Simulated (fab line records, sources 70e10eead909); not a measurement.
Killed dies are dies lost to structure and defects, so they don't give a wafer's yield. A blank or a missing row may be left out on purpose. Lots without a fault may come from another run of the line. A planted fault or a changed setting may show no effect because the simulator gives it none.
fab line records | flow nand_harc
record lots=24 wafers=72 last_day=33
route steps=1302 shown A_STAIRCASE@876 A_SGD_CUT@903 A_SLIT@942 A_WL_FILL@959
lots that met no fault: from a run of the same line without faults
start_h: hours from the record's first day to the start of the lot's first wafer shown | wait_h: hours since the lot's step before | " the same as in the row above | L1.1+2: a row that stands for several wafers | - no value, or no start given | * or withheld: withheld | < > ~ a bound
route shown NAME@n: a module of which the file shows steps, and the number in the route of the first | usual: mean/standard deviation of fault-free wafers | same: alike in all rows | chamber/n: place in a boat | sites: the reading at each site | _std_site: their standard deviation | _edge_site: outer sites' mean less inner sites' | radius_mm: how far each site lies from the wafer's centre | mask NAME#n: copy n | behind: the tool/chamber that last shaped the wafer | hold: why the lot was held/for how many hours/how that ended | device: the transistor (n, p or np) that didn't switch | end of line: the same wafers' tests at the end of the route | a step without rows: its recipe alone | killed: dies lost to structure and defects at the first sort, not the wafer's yield | map: a wafer's dies, x killed, . not, _ none there
set.NAME: the setting as run; set.NAME@STEP: as run at that earlier step | model.NAME: the simulator's own value behind a step, which no gauge read
steps of the route over a sample of lots; a table a step, a row a wafer
services: from which hour (start_h, from the record's first day; less than 0 if before it) a tool's chamber was out of use, for how many hours, and why
## steps
# step NHARC_A_STAIRCASE_CMP_450
# recipe target_thk_nm=200 material=SiO2
# usual edge_zone_pressure_frac=1.000/0.0049 motor_current_A=12.6/1.6
# columns lot.wafer tool chamber start_h wait_h edge_zone_pressure_frac motor_current_A
L074.2 cmp-03 3 413.72 - 0.992 13.5
L074.5 " 2 " " 1.003 13.1
L074.6 " 3 " " 1.002 13.2
L075.1 cmp-03 1 443.81 - 0.998 11.2
L075.3 " 2 " " 1.009 14.1
L075.5 " 3 " " 1.002 12.8
L076.4 cmp-02 2 443.93 - 1.004 13.3
L076.2 " 3 " " 0.993 12.5
L076.5 " 1 " " 0.998 12.1
L077.2 cmp-02 3 450.08 - 0.998 12.0
L077.3 " 1 " " 1.000 12.4
L077.6 " 3 " " 0.994 12.3
L079.4 cmp-04 0 471.31 - 1.000 9.7
L079.2 " 2 " " 0.996 11.3
L079.6 " 3 " " 1.001 13.0
L078.3 cmp-02 2 471.71 - 0.992 13.6
L078.1 " 3 " " 1.002 11.9
L078.2 " 0 " " 1.009 11.5
L080.4 cmp-02 1 490.83 - 1.000 12.4
L080.1 " 2 " " 0.995 13.9
L080.6 " 2 " " 0.999 13.9
L081.4 cmp-03 2 502.92 - 0.992 14.0
L081.1 " 0 " " 1.011 12.8
L081.6 " 1 " " 1.001 11.7
L082.3 cmp-03 0 503.06 - 1.000 11.8
L082.2 " 2 " " 0.989 13.7
L082.5 " 0 " " 1.006 12.7
L083.3 cmp-03 0 517.65 - 0.999 13.3
L083.2 " 1 " " 0.993 12.5
L083.1 " 2 " " 0.993 14.1
L085.2 cmp-04 2 535.68 - 1.003 11.6
L085.1 " 3 " " 0.990 12.3
L085.6 " 0 " " 1.006 9.9
L084.4 cmp-04 0 538.48 - 1.007 9.6
L084.3 " 2 " " 0.993 12.1
L084.5 " 0 " " 0.997 9.9
L086.3 cmp-04 1 541.30 - 1.002 15.6
L086.2 " 3 " " 0.997 12.7
L086.5 " 1 " " 1.000 16.2
L089.3 cmp-03 1 573.08 - 0.999 11.6
L089.2 " 3 " " 0.998 13.0
L089.5 " 2 " " 0.991 13.8
L088.1 cmp-04 1 573.23 - 1.003 15.3
L088.4 " 2 " " 0.998 12.3
L088.5 " 0 " " 0.991 9.7
L087.3 cmp-04 3 574.27 - 0.989 13.0
L087.5 " 0 " " 0.995 10.2
L087.6 " 1 " " 1.010 16.8
L090.3 cmp-04 2 585.72 - 0.999 11.9
L090.2 " 3 " " 0.994 13.0
L090.6 " 3 " " 1.003 12.5
L091.2 cmp-04 0 586.01 - 1.006 9.6
L091.4 " 1 " " 0.998 16.6
L091.5 " 1 " " 1.000 15.6
L092.2 cmp-02 2 615.32 - 0.996 13.0
L092.6 " 3 " " 1.003 11.9
L092.5 " 0 " " 0.999 11.2
L093.2 cmp-03 0 620.34 - 1.001 12.9
L093.1 " 2 " " 0.996 14.2
L093.4 " 3 " " 1.000 13.4
L094.2 cmp-02 1 632.38 - 1.001 11.3
L094.4 " 0 " " 1.014 11.9
L094.5 " 2 " " 0.994 13.8
L095.2 cmp-03 1 632.69 - 1.000 12.0
L095.3 " 2 " " 0.995 13.9
L095.6 " 2 " " 1.004 14.1
L096.2 cmp-02 0 651.68 - 0.998 11.5
L096.3 " 1 " " 0.999 11.7
L096.5 " 3 " " 1.002 12.7
L097.3 cmp-04 2 663.31 - 0.998 11.6
L097.5 " 2 " " 1.006 12.5
L097.6 " 3 " " 1.000 13.1
# step NHARC_A_SGD_CUT_INSPECT_11
# usual raw_defect_count=55/28
# columns lot.wafer tool chamber start_h wait_h raw_defect_count
L074.2 defect_inspect-01 - 416.65 0.0 112
L074.5 " - " " 105
L074.6 " - " " 105
L075.1 defect_inspect-02 - 446.52 0.0 11
L075.3 " - " " 12
L075.5 " - " " 15
L076.2 defect_inspect-01 - 446.76 0.0 117
L076.4 " - " " 97
L076.5 " - " " 115
L077.2 defect_inspect-01 - 452.79 0.0 13
L077.3 " - " " 24
L077.6 " - " " 13
L079.2 defect_inspect-02 - 474.01 0.0 36
L079.4 " - " " 24
L079.6 " - " " 34
L078.1 defect_inspect-02 - 474.47 0.0 23
L078.2 " - " " 20
L078.3 " - " " 18
L080.1 defect_inspect-01 - 493.57 0.0 64
L080.4 " - " " 50
L080.6 " - " " 55
L081.1 defect_inspect-01 - 505.49 0.0 70
L081.4 " - " " 67
L081.6 " - " " 63
L082.2 defect_inspect-02 - 505.79 0.0 67
L082.3 " - " " 65
L082.5 " - " " 56
L083.1 defect_inspect-02 - 520.32 0.0 24
L083.2 " - " " 20
L083.3 " - " " 33
L085.1 defect_inspect-02 - 538.71 0.0 36
L085.2 " - " " 29
L085.6 " - " " 31
L084.3 defect_inspect-02 - 541.27 0.0 65
L084.4 " - " " 66
L084.5 " - " " 56
L086.2 defect_inspect-01 - 544.12 0.0 80
L086.3 " - " " 86
L086.5 " - " " 75
L089.2 defect_inspect-01 - 575.83 0.0 38
L089.3 " - " " 63
L089.5 " - " " 62
L088.1 defect_inspect-02 - 575.99 0.0 63
L088.4 " - " " 55
L088.5 " - " " 59
L087.3 defect_inspect-02 - 576.95 0.0 49
L087.5 " - " " 57
L087.6 " - " " 52
L090.2 defect_inspect-01 - 588.46 0.0 26
L090.3 " - " " 21
L090.6 " - " " 19
L091.2 defect_inspect-01 - 588.71 0.0 96
L091.4 " - " " 81
L091.5 " - " " 83
L092.2 defect_inspect-01 - 618.08 0.0 83
L092.5 " - " " 125
L092.6 " - " " 95
L093.1 defect_inspect-01 - 623.13 0.0 60
L093.2 " - " " 56
L093.4 " - " " 56
L094.2 defect_inspect-02 - 635.24 0.0 25
L094.4 " - " " 26
L094.5 " - " " 25
L095.2 defect_inspect-01 - 635.45 0.0 64
L095.3 " - " " 82
L095.6 " - " " 72
L096.2 defect_inspect-02 - 654.36 0.0 51
L096.3 " - " " 52
L096.5 " - " " 59
L097.3 defect_inspect-02 - 666.26 0.0 70
L097.5 " - " " 61
L097.6 " - " " 55
# step NHARC_A_SLIT_ETCH_29
# recipe target_depth_a=1000 overetch_a=100 time_s=55 ion_energy_ev=100 cf4_flow_sccm=80 o2_flow_sccm=20 ar_flow_sccm=0 rf_w=300 bias_w=100 chemistry=CF4/O2
# usual bias_w=100.00/0.28 drypump_motor_current_A=5.9/0.45 o2_flow_sccm=20.01/0.062 oes_ar_750_au=1.000/0.0044 oes_product_au=0.997/0.011 rf_vpp_V=197.1/1.6 showerhead_plenum_p_Torr=1.30/0.059 throttle_valve_pct=13.397/0.0093
# columns lot.wafer tool chamber start_h wait_h bias_w drypump_motor_current_A o2_flow_sccm oes_ar_750_au oes_product_au rf_hours_counter_h rf_vpp_V showerhead_plenum_p_Torr throttle_valve_pct
L074.2 rie_diel-07 0 436.96 0.1 100.42 6.8 20.03 1.006 0.997 7 197.6 1.33 13.381
L074.6 " 0 " " 100.45 6.7 19.98 0.995 0.999 - 198.6 1.33 13.401
L074.5 " 1 " " 99.85 5.9 19.93 0.995 0.995 - 197.9 1.28 13.392
L075.1 rie_diel-13 2 466.68 0.1 100.01 5.2 20.01 0.999 1.001 7 196.3 1.24 13.373
L075.3 " 1 " " 100.16 5.6 20.14 0.999 1.006 7 199.7 1.40 13.401
L075.5 " 0 " " 100.11 6.1 19.95 1.003 1.002 - 196.3 1.27 13.410
L076.2 rie_diel-07 0 467.24 0.1 99.18 6.8 20.03 1.008 0.996 8 198.7 1.33 13.403
L076.4 " 1 " " 100.41 5.9 19.92 1.007 0.996 6 196.8 1.28 13.405
L076.5 " 2 " " 100.02 6.0 20.01 0.996 1.000 - 195.3 1.24 13.397
L077.3 rie_diel-09 1 470.55 0.1 100.39 5.2 20.01 0.999 1.002 10 198.1 1.36 13.396
L077.2 " 3 " " 99.86 6.6 19.90 0.999 0.996 10 197.1 1.38 13.381
L077.6 " 1 " " 100.11 5.2 19.98 1.000 0.994 - 198.5 1.36 13.388
L079.2 rie_diel-09 1 494.48 0.1 100.24 5.2 20.09 0.991 0.988 12 198.4 1.36 13.404
L079.6 " 0 " " 100.26 5.9 20.02 1.001 0.999 - 197.3 1.27 13.404
L079.4 " 1 " " 100.21 5.2 20.05 1.005 0.996 - 198.6 1.36 13.383
L078.1 rie_diel-07 1 495.81 0.1 99.99 5.9 20.12 1.002 0.994 1 197.6 1.28 13.406
L078.3 " 3 " " 99.81 6.0 20.01 1.003 0.998 1 198.7 1.37 13.401
L078.2 " 0 " " 100.15 6.8 19.98 1.001 0.995 1 197.3 1.33 13.382
L080.1 rie_diel-13 2 511.62 0.1 99.79 5.2 20.05 0.999 1.019 10 195.0 1.24 13.398
L080.4 " 0 " " 100.03 6.1 20.05 1.001 1.012 7 195.5 1.27 13.394
L080.6 " 2 " " 100.34 5.2 20.12 1.006 1.016 - 196.0 1.24 13.408
L081.4 rie_diel-07 3 525.44 0.1 99.66 6.0 20.04 1.004 0.995 2 199.4 1.37 13.390
L081.1 " 1 " " 100.00 5.9 19.99 1.000 0.988 2 196.5 1.28 13.398
L081.6 " 2 " " 100.19 6.0 19.98 1.002 0.993 - 195.2 1.24 13.397
L082.2 rie_diel-07 1 527.27 0.1 99.73 5.9 20.01 0.994 0.991 2 196.8 1.28 13.386
L082.3 " 2 " " 100.06 6.0 20.06 0.999 0.972 2 195.6 1.24 13.387
L082.5 " 0 " " 99.56 6.8 20.02 1.001 0.996 - 198.5 1.33 13.399
L083.1 rie_diel-07 0 538.78 0.1 100.13 6.8 20.02 1.004 0.988 3 197.6 1.33 13.406
L083.3 " 1 " " 100.02 5.9 19.99 0.998 0.977 3 196.4 1.28 13.405
L083.2 " 2 " " 100.35 6.0 19.97 1.001 0.982 3 195.5 1.24 13.410
L085.2 rie_diel-09 1 556.91 0.1 99.85 5.1 19.99 0.989 0.995 5 197.6 1.36 13.398
L085.1 " 3 " " 99.65 6.5 20.10 0.996 0.997 6 199.7 1.38 13.399
L085.6 " 0 " " 99.81 5.9 19.92 1.000 0.993 - 196.0 1.27 13.396
L084.4 rie_diel-13 1 557.00 0.1 100.32 5.6 19.99 1.003 0.993 2 198.2 1.40 13.394
L084.3 " 2 " " 99.95 5.2 20.02 0.995 1.018 2 195.4 1.24 13.409
L084.5 " 2 " " 99.92 5.2 19.98 0.997 1.015 - 195.9 1.24 13.384
L086.2 rie_diel-13 3 562.25 0.1 100.48 5.9 20.04 1.003 1.004 2 195.3 1.26 13.391
L086.3 " 1 " " 99.98 5.7 19.99 0.993 0.993 2 197.7 1.40 13.396
L086.5 " 3 " " 100.28 5.9 20.10 0.997 1.003 - 196.4 1.26 13.380
L088.1 rie_diel-09 0 593.23 0.1 99.77 5.9 20.11 1.000 0.990 8 196.0 1.27 13.395
L088.4 " 1 " " 99.77 5.2 19.99 0.996 1.009 7 199.2 1.36 13.402
L088.5 " 3 " " 100.07 6.5 20.03 1.000 0.988 - 198.3 1.38 13.387
L089.2 rie_diel-13 2 594.17 0.1 100.20 5.2 20.11 1.006 1.020 3 195.9 1.24 13.401
L089.3 " 3 " " 100.44 5.9 20.13 0.995 1.003 3 196.5 1.26 13.396
L089.5 " 2 " " 99.93 5.2 20.10 0.998 1.026 - 194.8 1.24 13.384
L087.3 rie_diel-09 2 597.09 0.1 99.82 5.5 19.94 1.003 0.988 8 195.0 1.24 13.393
L087.6 " 2 " " 99.80 5.5 19.95 0.998 0.996 - 195.4 1.24 13.405
L087.5 " 3 " " 100.70 6.5 20.03 1.003 0.993 - 200.1 1.38 13.388
L091.2 rie_diel-13 0 605.91 0.1 100.04 6.1 20.11 0.997 1.007 5 196.3 1.27 13.404
L091.4 " 1 " " 100.31 5.7 20.05 0.999 0.997 6 200.1 1.40 13.412
L091.5 " 1 " " 99.99 5.6 20.04 1.006 0.997 - 199.0 1.40 13.410
L090.2 rie_diel-09 2 606.00 0.1 99.65 5.5 20.04 0.989 0.984 9 196.5 1.24 13.390
L090.3 " 3 " " 100.53 6.6 20.02 1.001 0.985 9 199.4 1.38 13.387
L090.6 " 2 " " 99.91 5.5 20.06 1.000 0.981 - 194.7 1.24 13.411
L092.2 rie_diel-13 0 636.10 0.1 100.37 6.1 20.02 0.999 1.010 7 195.4 1.27 13.378
L092.5 " 2 " " 100.21 5.2 20.06 0.997 1.016 - 194.6 1.24 13.397
L092.6 " 0 " " 100.21 6.1 19.93 0.996 1.000 - 197.9 1.27 13.390
L093.1 rie_diel-07 2 641.42 0.1 99.50 6.0 19.99 0.997 0.982 7 195.4 1.24 13.410
L093.2 " 3 " " 100.39 6.0 20.03 0.999 0.991 7 198.8 1.37 13.397
L093.4 " 0 " " 100.49 6.8 19.90 0.993 0.999 7 197.8 1.33 13.402
L094.4 rie_diel-13 0 652.61 0.1 100.07 6.1 19.97 0.992 0.995 7 196.7 1.27 13.408
L094.2 " 1 " " 99.83 5.7 19.98 1.007 0.993 9 198.8 1.40 13.393
L094.5 " 2 " " 100.11 5.2 20.03 0.998 1.016 - 196.6 1.24 13.410
L095.2 rie_diel-13 0 652.94 0.1 100.01 6.1 20.07 1.002 0.999 7 196.9 1.27 13.393
L095.3 " 3 " " 99.69 5.9 20.01 1.004 0.985 6 196.4 1.26 13.417
L095.6 " 1 " " 100.03 5.7 19.87 0.996 0.991 - 198.5 1.40 13.406
L096.3 rie_diel-09 2 672.06 0.1 99.75 5.5 19.95 1.000 0.990 12 196.1 1.24 13.398
L096.2 " 1 " " 99.55 5.2 20.03 1.006 0.995 11 196.6 1.36 13.396
L096.5 " 2 " " 99.52 5.5 20.06 0.998 0.992 - 195.2 1.24 13.395
L097.3 rie_diel-09 3 684.16 0.1 99.80 6.6 20.07 1.002 1.001 0 198.3 1.38 13.394
L097.5 " 2 " " 99.60 5.5 19.90 1.002 0.991 - 196.1 1.24 13.390
L097.6 " 3 " " 99.91 6.6 19.97 1.000 1.002 - 198.0 1.38 13.385
# step NHARC_A_SLIT_CD_MEAS_21
# usual cd_nm=289.5/0.73
# columns lot.wafer tool chamber start_h wait_h cd_nm
L074.2 cd_sem-03 - 437.69 0.1 289.6
L074.5 " - " " 290.2
L074.6 " - " " 290.3
L075.1 cd_sem-01 - 467.28 - 289.6
L075.3 " - " " 289.8
L075.5 " - " " 290.1
L076.2 cd_sem-03 - 467.76 - 289.1
L076.4 " - " " 290.0
L076.5 " - " " 290.4
L077.2 cd_sem-02 - 471.08 - 288.6
L077.3 " - " " 289.2
L077.6 " - " " 289.2
L079.2 cd_sem-01 - 495.10 0.1 289.3
L079.4 " - " " 289.6
L079.6 " - " " 290.0
L078.1 cd_sem-01 - 496.34 - 289.6
L078.2 " - " " 290.2
L078.3 " - " " 290.0
L080.1 cd_sem-02 - 512.16 - 289.3
L080.4 " - " " 288.7
L080.6 " - " " 289.0
L081.1 cd_sem-03 - 525.97 - 290.6
L081.4 " - " " 289.9
L081.6 " - " " 290.5
L082.2 cd_sem-01 - 527.80 - 289.9
L082.3 " - " " 289.5
L082.5 " - " " 289.8
L083.1 cd_sem-02 - 539.42 0.1 289.1
L083.2 " - " " 290.4
L083.3 " - " " 289.9
L085.1 cd_sem-01 - 557.44 - 289.5
L085.2 " - " " 289.2
L085.6 " - " " 290.4
L084.3 cd_sem-01 - 557.58 0.1 289.4
L084.4 " - " " 290.5
L084.5 " - " " 288.8
L086.2 cd_sem-01 - 562.79 - 290.1
L086.3 " - " " 289.2
L086.5 " - " " 289.6
L088.1 cd_sem-02 - 593.77 - 290.5
L088.4 " - " " 289.0
L088.5 " - " " 289.9
L089.2 cd_sem-02 - 594.75 0.1 289.0
L089.3 " - " " 290.2
L089.5 " - " " 288.8
L087.3 cd_sem-03 - 597.62 - 289.2
L087.5 " - " " 289.7
L087.6 " - " " 289.4
L091.2 cd_sem-03 - 606.49 0.1 288.6
L091.4 " - " " 289.9
L091.5 " - " " 288.7
L090.2 cd_sem-01 - 606.53 - 288.7
L090.3 " - " " 290.0
L090.6 " - " " 288.7
L092.2 cd_sem-01 - 636.68 - 289.6
L092.5 " - " " 289.2
L092.6 " - " " 289.0
L093.1 cd_sem-01 - 641.96 - 290.1
L093.2 " - " " 289.3
L093.4 " - " " 289.9
L094.2 cd_sem-01 - 653.13 - 289.2
L094.4 " - " " 289.8
L094.5 " - " " 289.3
L095.2 cd_sem-02 - 653.47 - 289.0
L095.3 " - " " 288.5
L095.6 " - " " 288.5
L096.2 cd_sem-03 - 672.59 - 289.4
L096.3 " - " " 287.3
L096.5 " - " " 288.2
L097.3 cd_sem-02 - 684.69 - 288.4
L097.5 " - " " 288.3
L097.6 " - " " 288.4
# step NHARC_A_WL_FILL_STRIP_27
# recipe power_w=1500 temp_c=250 time_s=20 chemistry=N2/H2
# usual drypump_motor_current_A=5.5/0.34 heater_power_w=326/11
# columns lot.wafer tool chamber start_h wait_h drypump_motor_current_A heater_power_w rf_hours_counter_h
L074.2 plasma_asher-02 1 446.32 0.2 6.1 301 4
L074.6 " 1 " " 6.1 302 -
L074.5 " 0 " " 5.3 334 -
L075.1 plasma_asher-01 1 475.67 0.1 5.3 327 25
L075.3 " 1 " " 5.3 332 -
L075.5 " 1 " " 5.3 332 -
L076.2 plasma_asher-01 0 475.80 0.2 5.4 339 25
L076.4 " 0 " " 5.4 337 -
L076.5 " 0 " " 5.4 341 -
L077.2 plasma_asher-02 1 479.84 0.1 6.1 303 11
L077.3 " 0 " " 5.3 324 -
L077.6 " 1 " " 6.1 295 -
L079.2 plasma_asher-02 0 503.48 0.1 5.3 330 14
L079.4 " 0 " " 5.2 329 -
L079.6 " 0 " " 5.2 322 -
L078.1 plasma_asher-01 0 503.63 0.1 5.4 340 28
L078.2 " 1 " " 5.3 320 28
L078.3 " 0 " " 5.4 338 -
L080.1 plasma_asher-02 0 520.45 0.1 5.3 315 19
L080.4 " 1 " " 6.2 296 -
L080.6 " 1 " " 6.1 302 -
L081.1 plasma_asher-01 0 534.63 0.1 5.4 328 1
L081.4 " 0 " " 5.4 324 -
L081.6 " 0 " " 5.4 324 -
L082.2 plasma_asher-02 0 536.36 0.1 5.3 333 24
L082.3 " 1 " " 6.1 310 -
L082.5 " 0 " " 5.3 327 -
L083.1 plasma_asher-01 1 547.80 0.1 5.3 324 4
L083.2 " 0 " " 5.4 327 4
L083.3 " 0 " " 5.4 328 -
L085.2 plasma_asher-01 1 565.81 0.1 5.3 329 7
L085.1 " 0 " " 5.4 327 7
L085.6 " 1 " " 5.3 326 -
L084.3 plasma_asher-01 0 566.01 0.1 5.4 332 -
L084.4 " 1 " " 5.3 329 -
L084.5 " 1 " " 5.3 336 -
L086.2 plasma_asher-01 0 571.29 0.1 5.4 313 9
L086.3 " 1 " " 5.3 323 -
L086.5 " 1 " " 5.3 332 -
L089.2 plasma_asher-02 0 602.24 0.2 5.3 324 37
L089.3 " 0 " " 5.3 322 -
L089.5 " 0 " " 5.3 334 -
L088.1 plasma_asher-01 1 602.51 0.1 5.3 318 15
L088.4 " 0 " " 5.4 323 -
L088.5 " 0 " " 5.4 318 -
L087.3 plasma_asher-01 0 606.46 0.6 5.4 325 -
L087.6 " 1 " " 5.3 323 -
L087.5 " 0 " " 5.4 323 -
L090.2 plasma_asher-02 0 614.88 0.1 5.3 345 1
L090.3 " 0 " " 5.3 330 -
L090.6 " 0 " " 5.3 350 -
L091.2 plasma_asher-01 1 615.13 0.1 5.3 325 19
L091.4 " 0 " " 5.4 329 -
L091.5 " 0 " " 5.4 323 -
L092.2 plasma_asher-02 1 645.30 0.4 6.1 326 7
L092.6 " 0 " " 5.2 343 -
L092.5 " 1 " " 6.1 323 -
L093.1 plasma_asher-02 1 650.44 0.1 6.1 326 8
L093.2 " 0 " " 5.3 343 8
L093.4 " 0 " " 5.3 345 -
L094.2 plasma_asher-02 1 661.81 0.2 6.1 320 10
L094.4 " 1 " " 6.1 323 -
L094.5 " 1 " " 6.1 320 -
L095.2 plasma_asher-01 0 661.92 0.1 5.4 326 28
L095.3 " 1 " " 5.3 323 -
L095.6 " 0 " " 5.4 328 -
L096.2 plasma_asher-01 0 681.04 0.1 5.4 325 31
L096.3 " 1 " " 5.3 330 -
L096.5 " 1 " " 5.3 330 -
L097.3 plasma_asher-02 1 693.13 0.2 6.1 322 -
L097.5 " 0 " " 5.3 348 -
L097.6 " 1 " " 6.1 323 -
# step NHARC_A_WL_FILL_STRIP_29
# recipe time_s=20 o2_flow_sccm=500 ar_flow_sccm=0 bias_w=0 chemistry=O2
# usual drypump_motor_current_A=5.51/0.26 o2_flow_sccm=500.1/1.5 oes_product_au=1.003/0.012 rf_vpp_V=57.9/0.87 showerhead_plenum_p_Torr=3.54/0.16 throttle_valve_pct=17.038/0.0093
# same bias_w=0
# columns lot.wafer tool chamber start_h wait_h drypump_motor_current_A o2_flow_sccm oes_product_au rf_hours_counter_h rf_vpp_V showerhead_plenum_p_Torr throttle_valve_pct
L074.2 rie_diel-08 3 454.74 0.1 4.96 500.7 0.991 4.2 57.6 3.49 17.040
L074.6 " 2 " " 5.46 498.7 1.019 - 58.9 3.76 17.046
L074.5 " 3 " " 4.98 500.7 1.004 - 57.6 3.49 17.049
L075.1 rie_diel-10 2 488.33 0.1 5.01 499.7 0.997 2.1 57.5 3.56 17.048
L075.3 " 3 " " 5.61 502.4 1.003 2.2 58.8 3.36 17.047
L075.5 " 3 " " 5.58 500.7 1.008 - 57.3 3.36 17.034
L076.2 rie_diel-08 0 489.35 0.1 5.52 499.7 1.002 5.7 58.5 3.40 17.035
L076.4 " 2 " " 5.42 499.9 1.010 5.4 58.4 3.76 17.031
L076.5 " 0 " " 5.51 500.5 1.017 - 57.5 3.40 17.041
L077.2 rie_diel-12 1 491.39 0.1 5.68 500.0 1.005 0.8 57.8 3.47 17.053
L077.3 " 2 " " 5.73 502.4 0.999 0.9 56.1 3.32 17.042
L077.6 " 1 " " 5.69 501.7 0.999 - 59.1 3.47 17.049
L078.1 rie_diel-12 3 513.50 0.1 5.74 500.6 0.997 1.3 57.9 3.60 17.035
L078.3 " 0 " " 5.50 501.6 0.995 1.2 56.9 3.42 17.045
L078.2 " 1 " " 5.68 498.9 1.018 1.3 57.1 3.47 17.051
L079.2 rie_diel-08 0 513.51 0.1 5.52 499.8 1.019 7.4 58.8 3.40 17.022
L079.4 " 3 " " 4.96 502.0 1.005 7.2 57.9 3.49 17.028
L079.6 " 1 " " 5.84 500.6 1.021 - 57.7 3.77 17.044
L080.1 rie_diel-12 3 533.68 0.1 5.76 498.1 0.986 1.6 58.7 3.60 17.035
L080.4 " 1 " " 5.69 502.9 1.018 1.6 58.0 3.47 17.037
L080.6 " 0 " " 5.50 502.0 0.995 - 57.1 3.42 17.036
L081.1 rie_diel-10 1 545.44 0.1 5.51 497.0 1.004 3.5 57.4 3.74 17.042
L081.4 " 2 " " 5.02 500.8 0.995 4.2 56.5 3.56 17.038
L081.6 " 1 " " 5.52 496.7 1.015 - 58.5 3.74 17.033
L082.2 rie_diel-12 0 548.51 0.1 5.50 501.8 1.005 2.2 56.9 3.42 17.029
L082.3 " 2 " " 5.70 497.7 1.000 2.3 55.9 3.32 17.028
L082.5 " 3 " " 5.76 501.8 0.994 - 58.6 3.60 17.028
L083.2 rie_diel-08 1 558.62 0.1 5.83 501.7 1.000 0.3 57.7 3.77 17.066
L083.3 " 2 " " 5.46 501.0 1.014 0.3 59.2 3.76 17.035
L083.1 " 0 " " 5.53 500.5 1.018 0.3 58.4 3.40 17.043
L085.1 rie_diel-10 1 577.99 0.1 5.54 498.1 1.003 4.3 58.4 3.74 17.044
L085.2 " 0 " " 5.69 501.4 0.977 4.8 58.8 3.73 17.038
L085.6 " 1 " " 5.53 498.9 1.013 - 58.5 3.74 17.028
L084.4 rie_diel-08 0 578.20 0.1 5.52 500.6 1.007 1.2 59.0 3.39 17.028
L084.3 " 2 " " 5.48 497.5 1.000 1.6 59.1 3.76 17.041
L084.5 " 0 " " 5.52 498.6 1.008 - 56.5 3.39 17.054
L086.2 rie_diel-10 2 581.44 0.1 5.02 500.5 0.988 5.6 59.3 3.56 17.038
L086.3 " 0 " " 5.70 497.5 0.986 4.8 57.4 3.73 17.052
L086.5 " 3 " " 5.59 501.9 0.988 - 58.3 3.36 17.024
L088.1 rie_diel-12 0 612.26 0.1 5.48 499.9 0.998 3.4 58.6 3.42 17.049
L088.4 " 1 " " 5.71 497.4 1.002 3.5 57.1 3.47 17.036
L088.5 " 3 " " 5.72 501.5 1.002 - 57.7 3.60 17.031
L089.2 rie_diel-10 0 612.28 0.1 5.68 501.3 0.969 0.5 57.3 3.73 17.043
L089.3 " 1 " " 5.55 500.3 0.992 0.5 58.5 3.74 17.030
L089.5 " 2 " " 5.02 499.9 1.013 - 57.5 3.56 17.035
L087.3 rie_diel-10 0 616.61 0.1 5.68 499.2 0.988 0.6 58.6 3.72 17.046
L087.5 " 3 " " 5.57 496.2 1.009 - 57.0 3.36 17.026
L087.6 " 0 " " 5.70 500.1 0.978 - 58.1 3.73 17.037
L090.2 rie_diel-08 3 625.63 0.1 4.96 499.7 1.018 4.6 57.5 3.48 17.042
L090.3 " 0 " " 5.50 499.5 1.011 4.2 57.8 3.39 17.026
L090.6 " 3 " " 4.97 499.4 1.019 - 57.5 3.48 17.031
L091.4 rie_diel-10 3 625.64 0.1 5.59 498.0 1.007 0.9 55.7 3.36 17.029
L091.2 " 1 " " 5.54 500.3 1.008 1.0 58.4 3.74 17.026
L091.5 " 0 " " 5.71 500.3 0.993 - 58.3 3.72 17.047
L093.4 rie_diel-12 1 658.22 0.1 5.64 499.0 0.999 0.3 57.2 3.47 17.033
L093.2 " 2 " " 5.72 500.1 1.009 0.4 57.4 3.32 17.043
L093.1 " 3 " " 5.74 500.9 1.004 0.5 57.2 3.60 17.044
L092.2 rie_diel-08 3 661.29 0.1 4.94 497.7 1.015 7.5 59.0 3.48 17.030
L092.6 " 3 " " 4.98 501.3 1.018 - 57.1 3.48 17.044
L092.5 " 1 " " 5.81 503.0 1.003 - 58.8 3.76 17.040
L095.3 rie_diel-10 3 673.84 0.1 5.54 500.6 1.013 2.8 57.1 3.36 17.014
L095.2 " 0 " " 5.70 500.8 0.995 2.7 58.3 3.72 17.012
L095.6 " 3 " " 5.57 499.8 1.012 - 58.2 3.36 17.039
L094.2 rie_diel-12 3 677.00 0.1 5.73 500.0 0.996 1.5 56.8 3.60 17.037
L094.4 " 1 " " 5.65 501.1 0.984 1.4 57.1 3.47 17.047
L094.5 " 3 " " 5.73 501.5 0.983 - 57.6 3.60 17.023
L096.3 rie_diel-12 1 692.54 0.1 5.68 499.3 0.975 1.8 59.0 3.47 17.037
L096.2 " 0 " " 5.49 501.6 1.003 1.2 56.8 3.42 17.038
L096.5 " 1 " " 5.65 500.9 0.977 - 58.1 3.47 17.023
L097.3 rie_diel-08 1 705.10 0.1 5.81 500.2 0.987 7.9 58.8 3.76 17.038
L097.6 " 2 " " 5.48 497.6 1.017 - 58.4 3.76 17.046
L097.5 " 3 " " 4.95 499.2 1.015 - 57.3 3.48 17.053
## services
# columns tool chamber start_h hours kind
cmp-03 - 396.69 4.0 pm
rie_diel-12 3 401.67 8.2 repair
cmp-04 - 405.00 4.0 pm
cmp-04 - 411.69 0.9 repair
rie_diel-09 - 412.56 0.1 repair
plasma_asher-02 - 426.00 9.0 pm
rie_diel-13 3 459.30 23.3 repair
rie_diel-13 0 477.46 19.5 repair
cmp-04 - 487.37 0.8 repair
cmp-04 - 503.00 4.0 pm
plasma_asher-02 - 515.57 0.4 repair
rie_diel-13 - 519.01 9.0 pm
plasma_asher-01 - 519.56 9.0 pm
plasma_asher-01 - 556.06 3.8 repair
cmp-04 - 601.00 4.0 pm
plasma_asher-02 - 603.00 9.0 pm
plasma_asher-01 - 608.42 3.0 repair
plasma_asher-02 - 620.35 0.4 repair
rie_diel-13 3 634.54 6.0 repair
plasma_asher-01 - 643.22 4.4 repair
rie_diel-13 0 676.70 3.4 repair
rie_diel-13 - 696.01 9.0 pm
plasma_asher-01 - 696.56 9.0 pm
cmp-04 - 699.00 4.0 pm
## key
fault none
